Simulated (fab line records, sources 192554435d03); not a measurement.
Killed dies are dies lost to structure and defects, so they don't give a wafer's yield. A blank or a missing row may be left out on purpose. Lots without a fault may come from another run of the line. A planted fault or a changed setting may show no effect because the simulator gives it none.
Which tool did it? | flow n5_finfet | 12 lots, 36 wafers sampled, at 2 steps of a route of 1938

WHAT THE GAUGES READ, wafer by wafer
N5_BEOL_M9_CD_MEAS_28: target cd 70 nm.
lot  | measured     | on        | cd_nm (nm)
L076 | day 10 15:47 | cd_sem-03 | 69.93 69.62 70.04
L077 | day 11 12:09 | cd_sem-01 | 69.99 69.94 69.47
L078 | day 11 18:58 | cd_sem-02 | 70.05 69.13 69.77
L082 | day 12 07:06 | cd_sem-03 | 69.71 69.87 69.62
L083 | day 12 10:56 | cd_sem-01 | 69.95 69.91 69.99
L085 | day 13 03:57 | cd_sem-02 | 69.78 70.16 70.09
L086 | day 13 11:16 | cd_sem-01 | 70.15 70.05 70.23
L089 | day 14 00:44 | cd_sem-01 | 70.04 70.01 69.71
L092 | day 14 18:16 | cd_sem-01 | 70.22 69.85 69.96
L091 | day 15 12:37 | cd_sem-01 | 69.70 70.07 69.74
L096 | day 15 17:05 | cd_sem-02 | 69.83 70.15 70.11
L097 | day 16 03:12 | cd_sem-01 | 70.41 69.99 70.02

WHICH TOOL RAN EACH LOT (tool, then ch and the chambers of the sampled wafers, then the start)
lot  | N5_BEOL_M9_CURE_71
L076 | uv_cure-03 ch 1, day 10 09:13
L077 | uv_cure-03 ch 1, day 11 06:52
L078 | uv_cure-02 ch 2, day 11 15:25
L082 | uv_cure-01 ch 2, day 12 03:55
L083 | uv_cure-03 ch 0, day 12 07:42
L085 | uv_cure-02 ch 0, day 13 01:14
L086 | uv_cure-03 ch 2, day 13 08:13
L089 | uv_cure-02 ch 1, day 13 20:34
L092 | uv_cure-01 ch 2, day 14 12:35
L091 | uv_cure-03 ch 0, day 15 08:39
L096 | uv_cure-01 ch 2, day 15 11:46
L097 | uv_cure-03 ch 0, day 15 22:16
- N5_BEOL_M9_CURE_71: cures SiCOH lowk, time 240 s.

THE ANSWER, worked out from the rows above alone
Rule: what is usual is taken from the lots themselves. Put in order of their means at a reading, lots are off if they are a third of the lots or fewer, leave a main group of 4 or more, and stand apart from it by a gap of 3 or more times the standard deviation of the main group's means; of several such gaps the widest counts. A main group whose means are all the same, to the digits that the tables above print for the reading, isn't used. A lot without any number at a reading at which 4 lots or more have one is off too. The other lots that the step has rows for count as sound.
No lot is off at any reading shown: from this, nothing can be told.

WHAT THE SIMULATOR HAD PUT IN
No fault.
